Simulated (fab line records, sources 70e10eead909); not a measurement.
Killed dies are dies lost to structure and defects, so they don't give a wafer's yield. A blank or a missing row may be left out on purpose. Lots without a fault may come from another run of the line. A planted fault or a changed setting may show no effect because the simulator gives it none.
Which tool did it? | flow nand_harc | 13 lots, 39 wafers sampled, at 5 steps of a route of 1302

WHAT THE GAUGES READ, wafer by wafer
NHARC_END_SORT_01. Usual: killed_at_array 59, standard deviation 17; killed_at_other 0.7, standard deviation 0.9; killed_at_periphery 3.6, standard deviation 2.3; killed_dies 63, standard deviation 18; killed_open 3.4, standard deviation 1.9; killed_short 2.6, standard deviation 1.7.
lot  | measured     | on        | killed_at_array | killed_at_other | killed_at_periphery | killed_dies | killed_open | killed_short | flag
L806 | day 30 10:07 | prober-01 | 674 675 674     | 0 0 1           | 3 2 2               | 677 677 677 | 5 0 4       | 2 1 1        | OFF
L808 | day 31 14:05 | prober-02 | 671 674 672     | 0 0 1           | 6 3 4               | 677 677 677 | 4 1 1       | 4 4 3        | OFF
L809 | day 32 08:13 | prober-01 | 674 675 673     | 1 0 2           | 2 2 2               | 677 677 677 | 3 2 6       | 3 1 6        | OFF

WHICH TOOL RAN EACH LOT (tool, then ch and the chambers of the sampled wafers, then the start)
lot  | NHARC_A_WL_FILL_ETCHBACK_05       | NHARC_A_WL_FILL_CMP_12        | NHARC_A_CONTACT_DEP_28        | NHARC_A_CONTACT_DEP_29
L791 | rie_metal-03 ch 0,1, day 20 13:53 | cmp-02 ch 0,2,3, day 21 06:10 | acl_dep-02 ch 0, day 21 12:23 | pecvd-03 ch 0,1,2, day 21 15:57
L792 | rie_metal-01 ch 1, day 20 16:24   | cmp-03 ch 0,1,2, day 21 06:10 | acl_dep-01 ch 0, day 21 13:28 | pecvd-03 ch 1,2, day 21 17:02
L793 | rie_metal-03 ch 0,1, day 21 10:53 | cmp-02 ch 2,3, day 22 04:59   | acl_dep-03 ch 0, day 22 06:49 | pecvd-03 ch 0,1, day 22 10:22
L794 | rie_metal-02 ch 0,1, day 21 11:04 | cmp-03 ch 0,2,3, day 22 05:01 | acl_dep-02 ch 0, day 22 07:31 | pecvd-02 ch 0,1, day 22 10:26
L795 | rie_metal-01 ch 0,1, day 21 15:10 | cmp-01 ch 0,1,2, day 22 08:05 | acl_dep-02 ch 0, day 22 10:21 | pecvd-01 ch 0,1, day 22 14:32
L797 | rie_metal-03 ch 0,1, day 23 14:23 | cmp-03 ch 0,3, day 24 06:11   | acl_dep-03 ch 0, day 24 08:44 | pecvd-02 ch 0,1,2, day 24 11:38
L800 | rie_metal-03 ch 0,1, day 24 07:26 | cmp-03 ch 0,1,3, day 24 23:37 | acl_dep-01 ch 0, day 25 01:26 | pecvd-02 ch 0,1,2, day 25 05:05
L801 | rie_metal-02 ch 0,1, day 25 07:39 | cmp-02 ch 0,1, day 25 23:22   | acl_dep-02 ch 0, day 26 03:28 | pecvd-02 ch 0,1,2, day 26 05:43
L803 | rie_metal-03 ch 0,1, day 25 07:46 | cmp-03 ch 0,3, day 25 23:20   | acl_dep-03 ch 0, day 26 01:50 | pecvd-01 ch 0,1, day 26 05:29
L806 | rie_metal-02 ch 0,1, day 26 13:18 | cmp-01 ch 0,1, day 27 05:02   | acl_dep-01 ch 0, day 27 10:57 | pecvd-03 ch 0,1, day 27 13:46
L808 | rie_metal-02 ch 0,1, day 27 17:29 | cmp-03 ch 1,2,3, day 28 09:21 | acl_dep-03 ch 0, day 28 11:12 | pecvd-03 ch 1,2, day 28 14:47
L809 | rie_metal-03 ch 0,1, day 27 17:48 | cmp-02 ch 0,1,2, day 28 09:25 | acl_dep-01 ch 0, day 28 10:33 | pecvd-01 ch 0,1,2, day 28 14:53
L814 | rie_metal-01 ch 0, day 30 05:20   | cmp-03 ch 1,2, day 30 21:59   | acl_dep-03 ch 0, day 30 23:07 | pecvd-01 ch 1,2, day 31 03:27
- NHARC_A_WL_FILL_ETCHBACK_05: etches the open film in Cl2/BCl3, target depth 22 nm, time 60 s.
- NHARC_A_WL_FILL_CMP_12: polishes, t overpolish 30 s, target thk 100 nm.
- NHARC_A_CONTACT_DEP_28: deposits aC, target thk 7000 nm.
- NHARC_A_CONTACT_DEP_29: deposits SiON, target thk 100 nm.

WHAT THE TOOLS THEMSELVES READ (means of the sampled wafers that have a number; where no wafer has one, the mark that the record gives instead)
NHARC_A_WL_FILL_ETCHBACK_05. Usual: drypump_motor_current_A 5.6 A, standard deviation 0.34; oes_product_au 0.999 a.u., standard deviation 0.0068.
lot  | tool         | drypump_motor_current_A (A) | oes_product_au (a.u.) | flag
L791 | rie_metal-03 | 5.9                         | 1.001                 |
L792 | rie_metal-01 | 5.9                         | 0.998                 |
L793 | rie_metal-03 | 5.9                         | 1.009                 |
L794 | rie_metal-02 | 5.5                         | 0.999                 |
L795 | rie_metal-01 | 5.8                         | 0.999                 |
L797 | rie_metal-03 | 5.9                         | 1.002                 |
L800 | rie_metal-03 | 5.9                         | 1.000                 |
L801 | rie_metal-02 | 5.4                         | 1.000                 |
L803 | rie_metal-03 | 5.9                         | 1.002                 |
L806 | rie_metal-02 | 5.4                         | 0.996                 |
L808 | rie_metal-02 | 5.4                         | 0.997                 |
L809 | rie_metal-03 | 5.9                         | 1.004                 |
L814 | rie_metal-01 | 5.6                         | 1.000                 |

NHARC_A_WL_FILL_CMP_12. Usual: motor_current_A 11.6 A, standard deviation 0.97; overpolish_run_s 29.999 s, standard deviation 0.01; time_to_endpoint_s 19.0 s, standard deviation 1.9.
lot  | tool   | motor_current_A (A) | overpolish_run_s (s) | time_to_endpoint_s (s) | flag
L791 | cmp-02 | 12.1                | 29.985               | 18.4                   |
L792 | cmp-03 | 11.6                | 30.000               | 17.5                   |
L793 | cmp-02 | 11.7                | 30.013               | 17.4                   |
L794 | cmp-03 | 11.7                | 29.992               | 17.5                   |
L795 | cmp-01 | 10.8                | 30.004               | 18.3                   |
L797 | cmp-03 | 12.0                | 30.001               | 21.6                   |
L800 | cmp-03 | 11.8                | 29.998               | 19.5                   |
L801 | cmp-02 | 12.5                | 29.990               | 17.2                   |
L803 | cmp-03 | 12.1                | 29.996               | 19.0                   |
L806 | cmp-01 | 10.5                | 30.007               | 19.4                   |
L808 | cmp-03 | 11.6                | 29.999               | 21.2                   |
L809 | cmp-02 | 11.7                | 30.000               | 15.5                   |
L814 | cmp-03 | 11.6                | 30.005               | 19.1                   |

NHARC_A_CONTACT_DEP_28. Usual: susceptor_temp_C 400.03 C, standard deviation 0.21; throttle_valve_pct 35.000 %, standard deviation 0.0095.
lot  | tool       | susceptor_temp_C (C) | throttle_valve_pct (%) | flag
L791 | acl_dep-02 | 400.04               | 34.996                 |
L792 | acl_dep-01 | 400.03               | 34.994                 |
L793 | acl_dep-03 | 399.86               | 35.001                 |
L794 | acl_dep-02 | 400.01               | 35.004                 |
L795 | acl_dep-02 | -                    | 34.999                 | OFF
L797 | acl_dep-03 | -                    | 34.996                 | OFF
L800 | acl_dep-01 | 399.89               | 34.999                 |
L801 | acl_dep-02 | 400.22               | 35.000                 |
L803 | acl_dep-03 | 400.13               | 35.004                 |
L806 | acl_dep-01 | -                    | 35.005                 | OFF
L808 | acl_dep-03 | 400.32               | 34.996                 |
L809 | acl_dep-01 | 400.03               | 34.999                 |
L814 | acl_dep-03 | 399.75               | 34.990                 |

NHARC_A_CONTACT_DEP_29. Usual: chamber_pressure_Torr 3.501 Torr, standard deviation 0.0078; heater_power_outer_w 486 W, standard deviation 81; heater_power_w 785 W, standard deviation 110; susceptor_temp_C 400.00 C, standard deviation 0.23.
lot  | tool     | chamber_pressure_Torr (Torr) | heater_power_outer_w (W) | heater_power_w (W) | susceptor_temp_C (C) | flag
L791 | pecvd-03 | 3.505                        | 538                      | 836                | 399.88               |
L792 | pecvd-03 | 3.504                        | 543                      | 817                | 399.73               |
L793 | pecvd-03 | 3.496                        | 632                      | 966                | 400.06               |
L794 | pecvd-02 | 3.503                        | 445                      | 769                | 399.88               |
L795 | pecvd-01 | 3.504                        | 449                      | 774                | 399.87               |
L797 | pecvd-02 | 3.498                        | 458                      | 750                | 400.17               |
L800 | pecvd-02 | 3.501                        | 479                      | 774                | 399.93               |
L801 | pecvd-02 | 3.504                        | 461                      | 747                | 400.00               |
L803 | pecvd-01 | 3.499                        | 416                      | 697                | 400.13               |
L806 | pecvd-03 | -                            | -                        | -                  | -                    | OFF
L808 | pecvd-03 | -                            | -                        | -                  | -                    | OFF
L809 | pecvd-01 | -                            | -                        | -                  | -                    | OFF
L814 | pecvd-01 | 3.498                        | 379                      | 633                | 399.99               |

THE ANSWER, worked out from the rows above alone
Rule: a lot is off if the mean of its wafers that have a number lies more than 3 standard deviations from the usual mean. A lot without any number at a reading at which 4 lots or more have one is off too. The other lots that the step has rows for count as sound. The gauges are gone through in route order, then the tools' own readings, and for those a lot's mean is taken as printed above. The first step at which some lot is off is used, and at that step the reading that is off furthest; a lot without a number counts as furthest.
Off: L806, L808, L809, at NHARC_END_SORT_01 (killed_at_array). Neither off nor sound, because the step has no rows for them: L791, L792, L793, L794, L795, L797, L800, L801, L803, L814.
A tool fits if, at a process step before that reading, it ran every lot that is off, and no sound lot after the first of them. The gauges at NHARC_END_SORT_01 aren't tried: what is off there is off at NHARC_A_CONTACT_DEP_29 too, on other tools, and a gauge's error can't cause that. None of those tried fits.

WHAT THE SIMULATOR HAD PUT IN
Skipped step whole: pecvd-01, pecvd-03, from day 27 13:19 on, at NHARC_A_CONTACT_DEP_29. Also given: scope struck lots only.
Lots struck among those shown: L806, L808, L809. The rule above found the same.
